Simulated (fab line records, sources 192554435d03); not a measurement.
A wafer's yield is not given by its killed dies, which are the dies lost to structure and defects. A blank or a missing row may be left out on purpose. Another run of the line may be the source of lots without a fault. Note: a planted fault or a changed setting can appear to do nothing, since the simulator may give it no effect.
Lot-split experiment :: flow n5_finfet :: on a route of 1938 steps: 7 lots, 21 wafers read

SPLIT DETAILS
At N5_BEOL_M4_COAT_22 (resist thk 30 nm), the setting spin_rpm was moved away from the recipe's 1500 rpm on 10 of the 21 wafers read, by -2.9% to +9.3%. The other wafers ran this setting at the recipe's value.

FROM THE SPLIT TO THE READING: what the file shows between them, 4 steps
- N5_BEOL_M4_EBR_24
- N5_BEOL_M4_SOFTBAKE_23: time 60 s
- N5_BEOL_M4_EXPOSE_25: exposes mask V3, defocus 5 nm
- N5_BEOL_M4_PEB_26: peb time 60 s

THE READING
CAR-EUV_of_BEOL_M4_COAT_22.thk_nm (the simulator's own value, which no gauge read), in nm, at N5_BEOL_M4_DEVELOP_27 (develop time 30 s). No usual value for it is given in the file. Across the 11 wafers here that went through the recipe, the average is 29.5 nm and the standard deviation 0.1 nm.

wafer: L074.1
tool, chamber at the split: litho_track-03, 0
spin_rpm as run, rpm: 1500
against the recipe: recipe
CAR-EUV_of_BEOL_M4_COAT_22.thk_nm, nm: 29.4
against lot-mates on the recipe: -

wafer: L074.3
tool, chamber at the split: litho_track-03, 0
spin_rpm as run, rpm: 1500
against the recipe: recipe
CAR-EUV_of_BEOL_M4_COAT_22.thk_nm, nm: 29.4
against lot-mates on the recipe: -

wafer: L074.2
tool, chamber at the split: litho_track-03, 0
spin_rpm as run, rpm: 1500
against the recipe: recipe
CAR-EUV_of_BEOL_M4_COAT_22.thk_nm, nm: 29.6
against lot-mates on the recipe: -

wafer: L076.1
tool, chamber at the split: litho_track-05, 0
spin_rpm as run, rpm: 1500
against the recipe: recipe
CAR-EUV_of_BEOL_M4_COAT_22.thk_nm, nm: 29.6
against lot-mates on the recipe: -

wafer: L076.2
tool, chamber at the split: litho_track-05, 0
spin_rpm as run, rpm: 1580
against the recipe: +5.3%
CAR-EUV_of_BEOL_M4_COAT_22.thk_nm, nm: 28.6
against lot-mates on the recipe: -1.0

wafer: L076.4
tool, chamber at the split: litho_track-05, 0
spin_rpm as run, rpm: 1580
against the recipe: +5.3%
CAR-EUV_of_BEOL_M4_COAT_22.thk_nm, nm: 28.8
against lot-mates on the recipe: -0.8

wafer: L078.2
tool, chamber at the split: litho_track-01, 0
spin_rpm as run, rpm: 1611
against the recipe: +7.4%
CAR-EUV_of_BEOL_M4_COAT_22.thk_nm, nm: 28.4
against lot-mates on the recipe: -1.2

wafer: L078.3
tool, chamber at the split: litho_track-01, 0
spin_rpm as run, rpm: 1611
against the recipe: +7.4%
CAR-EUV_of_BEOL_M4_COAT_22.thk_nm, nm: 28.4
against lot-mates on the recipe: -1.2

wafer: L078.6
tool, chamber at the split: litho_track-01, 0
spin_rpm as run, rpm: 1500
against the recipe: recipe
CAR-EUV_of_BEOL_M4_COAT_22.thk_nm, nm: 29.6
against lot-mates on the recipe: -

wafer: L082.1
tool, chamber at the split: litho_track-03, 0
spin_rpm as run, rpm: 1639
against the recipe: +9.3%
CAR-EUV_of_BEOL_M4_COAT_22.thk_nm, nm: 28.2
against lot-mates on the recipe: -1.2

wafer: L082.4
tool, chamber at the split: litho_track-03, 0
spin_rpm as run, rpm: 1639
against the recipe: +9.3%
CAR-EUV_of_BEOL_M4_COAT_22.thk_nm, nm: 28.2
against lot-mates on the recipe: -1.2

wafer: L082.3
tool, chamber at the split: litho_track-03, 0
spin_rpm as run, rpm: 1500
against the recipe: recipe
CAR-EUV_of_BEOL_M4_COAT_22.thk_nm, nm: 29.4
against lot-mates on the recipe: -

wafer: L084.2
tool, chamber at the split: litho_track-03, 0
spin_rpm as run, rpm: 1500
against the recipe: recipe
CAR-EUV_of_BEOL_M4_COAT_22.thk_nm, nm: 29.6
against lot-mates on the recipe: -

wafer: L084.3
tool, chamber at the split: litho_track-03, 0
spin_rpm as run, rpm: 1500
against the recipe: recipe
CAR-EUV_of_BEOL_M4_COAT_22.thk_nm, nm: 29.6
against lot-mates on the recipe: -

wafer: L084.5
tool, chamber at the split: litho_track-03, 0
spin_rpm as run, rpm: 1500
against the recipe: recipe
CAR-EUV_of_BEOL_M4_COAT_22.thk_nm, nm: 29.4
against lot-mates on the recipe: -

wafer: L087.3
tool, chamber at the split: litho_track-05, 0
spin_rpm as run, rpm: 1500
against the recipe: recipe
CAR-EUV_of_BEOL_M4_COAT_22.thk_nm, nm: 29.6
against lot-mates on the recipe: -

wafer: L087.4
tool, chamber at the split: litho_track-05, 0
spin_rpm as run, rpm: 1457
against the recipe: -2.9%
CAR-EUV_of_BEOL_M4_COAT_22.thk_nm, nm: 30
against lot-mates on the recipe: +0.4

wafer: L087.5
tool, chamber at the split: litho_track-05, 0
spin_rpm as run, rpm: 1457
against the recipe: -2.9%
CAR-EUV_of_BEOL_M4_COAT_22.thk_nm, nm: 30
against lot-mates on the recipe: +0.4

wafer: L095.2
tool, chamber at the split: litho_track-03, 0
spin_rpm as run, rpm: 1552
against the recipe: +3.5%
CAR-EUV_of_BEOL_M4_COAT_22.thk_nm, nm: 29
against lot-mates on the recipe: -0.4

wafer: L095.4
tool, chamber at the split: litho_track-03, 0
spin_rpm as run, rpm: 1500
against the recipe: recipe
CAR-EUV_of_BEOL_M4_COAT_22.thk_nm, nm: 29.4
against lot-mates on the recipe: -

wafer: L095.5
tool, chamber at the split: litho_track-03, 0
spin_rpm as run, rpm: 1552
against the recipe: +3.5%
CAR-EUV_of_BEOL_M4_COAT_22.thk_nm, nm: 28.8
against lot-mates on the recipe: -0.6

THE FIT
A straight line over all 21 wafers: CAR-EUV_of_BEOL_M4_COAT_22.thk_nm changes by -0.149 nm for each +1% of spin_rpm; r = -0.99; the points scatter about the line by 0.099 nm.
The same after taking each lot's own level away (the mean of its wafers on the recipe; 21 wafers): -0.145 nm for each +1%; r = -0.98; scatter 0.1 nm.
The reading moves by 1.3 nm for the largest change in spin_rpm, on that fit.
Measured against the standard deviation above, the lots' own levels, which go from 29.40 to 29.60 nm, span 2.0 times it.
Consequently the slope shifts little with the lot-to-lot level, the two slopes agreeing.
Check: -1.4 nm against its lot-mates is what the line predicts for one of the wafers moved furthest among these (+9.3%) when that wafer is left out of the fit. It came out at -1.2 nm against them.

ADDITIONAL SPLITS CARRIED BY THESE WAFERS
Note: prior to the reading, these wafers also went through further splits. Each is held against what the fit with the lots' levels taken away leaves over:
other split on the same wafers: N5_BEOL_M1_ETCH_64 bias_w
wafers away from the commonest value: 3
r with CAR-EUV_of_BEOL_M4_COAT_22.thk_nm (lot level and that fit taken away): -0.12

other split on the same wafers: N5_BEOL_M2_COAT_62 spin_rpm
wafers away from the commonest value: 10
r with CAR-EUV_of_BEOL_M4_COAT_22.thk_nm (lot level and that fit taken away): +0.34

other split on the same wafers: N5_BEOL_M2_DESCUM_16 time_s
wafers away from the commonest value: 5
r with CAR-EUV_of_BEOL_M4_COAT_22.thk_nm (lot level and that fit taken away): -0.03

other split on the same wafers: N5_BEOL_M2_DEP_57 time_s
wafers away from the commonest value: 9
r with CAR-EUV_of_BEOL_M4_COAT_22.thk_nm (lot level and that fit taken away): +0.08

other split on the same wafers: N5_BEOL_M3_ILD_DEP_00 time_s
wafers away from the commonest value: 3
r with CAR-EUV_of_BEOL_M4_COAT_22.thk_nm (lot level and that fit taken away): +0.07

other split on the same wafers: N5_BEOL_M3_ETCH_70 source_w
wafers away from the commonest value: 7
r with CAR-EUV_of_BEOL_M4_COAT_22.thk_nm (lot level and that fit taken away): +0.20

other split on the same wafers: N5_BEOL_M4_COAT_67 spin_rpm
wafers away from the commonest value: 3
r with CAR-EUV_of_BEOL_M4_COAT_22.thk_nm (lot level and that fit taken away): -0.11

THE WHOLE CHAIN: every reading that the file lists as answering this split, in the file's order
step: N5_BEOL_M4_COAT_22
what it does: resist thk 30 nm
reading: CAR-EUV_of_BEOL_M4_COAT_22.thk_nm (the simulator's own value, which no gauge read)
change (the file's fit): -0.142 nm for each +1% of the setting
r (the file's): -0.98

step: N5_BEOL_M4_DEVELOP_27
what it does: develop time 30 s
reading: CAR-EUV_of_BEOL_M4_COAT_22.thk_nm (the simulator's own value, which no gauge read)
change (the file's fit): -0.146 nm for each +1% of the setting
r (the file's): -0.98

FILE'S OWN FIT
CAR-EUV_of_BEOL_M4_COAT_22.thk_nm changes by -0.146 nm for each +1% of spin_rpm, r = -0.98.
